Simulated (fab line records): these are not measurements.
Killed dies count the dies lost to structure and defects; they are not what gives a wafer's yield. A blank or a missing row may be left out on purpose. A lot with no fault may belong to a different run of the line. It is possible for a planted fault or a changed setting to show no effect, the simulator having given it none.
Matching of chambers :: flow n5 finfet :: 3 sister chambers for N5_BEOL_M4_PECVD_72 on pecvd-01
The step deposits SiO2 from TEOS/O2, target thk 16 nm, time 18 s. 14 wafers are shown with their chamber, then 6 later ones without.

== WAFERS WITH THEIR CHAMBER ==
wafer: L693.3
chamber: 1
showerhead plenum p Torr (Torr): 8.74
throttle valve pct (%): 23.5
heater power w (W): 625

wafer: L693.4
chamber: 1
showerhead plenum p Torr (Torr): 8.76
throttle valve pct (%): 23.5
heater power w (W): 613

wafer: L693.6
chamber: 0
showerhead plenum p Torr (Torr): 8.65
throttle valve pct (%): 22.3
heater power w (W): 698

wafer: L694.1
chamber: 2
showerhead plenum p Torr (Torr): 8.71
throttle valve pct (%): 23.4
heater power w (W): 696

wafer: L694.2
chamber: 0
showerhead plenum p Torr (Torr): 8.64
throttle valve pct (%): 22.1
heater power w (W): 562

wafer: L694.5
chamber: 1
showerhead plenum p Torr (Torr): 8.76
throttle valve pct (%): 23.4
heater power w (W): 674

wafer: L698.4
chamber: 2
showerhead plenum p Torr (Torr): 8.73
throttle valve pct (%): 23.1
heater power w (W): 610

wafer: L698.5
chamber: 0
showerhead plenum p Torr (Torr): 8.63
throttle valve pct (%): 22.2
heater power w (W): 705

wafer: L701.3
chamber: 0
showerhead plenum p Torr (Torr): 8.65
throttle valve pct (%): 22.3
heater power w (W): 589

wafer: L701.5
chamber: 1
showerhead plenum p Torr (Torr): 8.74
throttle valve pct (%): 23.4
heater power w (W): 677

wafer: L701.6
chamber: 2
showerhead plenum p Torr (Torr): 8.68
throttle valve pct (%): 21.3
heater power w (W): 598

wafer: L702.2
chamber: 1
showerhead plenum p Torr (Torr): 8.74
throttle valve pct (%): 23.5
heater power w (W): 661

wafer: L702.5
chamber: 2
showerhead plenum p Torr (Torr): 8.69
throttle valve pct (%): 21.3
heater power w (W): 636

wafer: L702.6
chamber: 1
showerhead plenum p Torr (Torr): 8.72
throttle valve pct (%): 23.5
heater power w (W): 654

SIGNATURES (means of the wafers above)
reading: showerhead plenum p Torr
chamber 0: 8.6425
chamber 1: 8.7433
chamber 2: 8.7025
scatter within a chamber: 0.0162

reading: throttle valve pct
chamber 0: 22.225
chamber 1: 23.467
chamber 2: 22.275
scatter within a chamber: 0.595

reading: heater power w
chamber 0: 638.50
chamber 1: 650.67
chamber 2: 635.00
scatter within a chamber: 48.1
Rule: a wafer lies at a distance from a chamber equal to the root of the sum of squares, over the readings, of (its reading less the chamber's mean, divided by the reading's scatter). If the next closest chamber is less than 2 further off than the closest, the wafer can't be placed; otherwise it belongs to the closest. The scatter is the square root of a quotient: the sum, over the shown wafers, of each reading's squared deviation from its chamber's mean, divided by wafers minus chambers.

== WAFERS WITHOUT THEIR CHAMBER ==
wafer: L708.1
showerhead plenum p Torr (Torr): 8.66
throttle valve pct (%): 21.3
heater power w (W): 632

wafer: L708.2
showerhead plenum p Torr (Torr): 8.76
throttle valve pct (%): 23.8
heater power w (W): 675

wafer: L708.6
showerhead plenum p Torr (Torr): 8.67
throttle valve pct (%): 21.9
heater power w (W): 569

wafer: L715.2
showerhead plenum p Torr (Torr): 8.66
throttle valve pct (%): 22.3
heater power w (W): 656

wafer: L715.3
showerhead plenum p Torr (Torr): 8.71
throttle valve pct (%): 23.3
heater power w (W): 633

wafer: L715.6
showerhead plenum p Torr (Torr): 8.66
throttle valve pct (%): 22.2
heater power w (W): 654

== WHICH CHAMBER EACH ONE RAN IN ==
wafer: L708.1
from the rows above: can't be placed: 0 or 2
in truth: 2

wafer: L708.2
from the rows above: 1
in truth: 1

wafer: L708.6
from the rows above: can't be placed: 0 or 2
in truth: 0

wafer: L715.2
from the rows above: can't be placed: 0 or 2
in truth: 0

wafer: L715.3
from the rows above: can't be placed: 2 or 1
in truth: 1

wafer: L715.6
from the rows above: can't be placed: 0 or 2
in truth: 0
Correct placement for 1 of the 6. From these rows, 5 cannot be placed; in 5 the true chamber is one of the candidates. Number placed wrongly: 0.
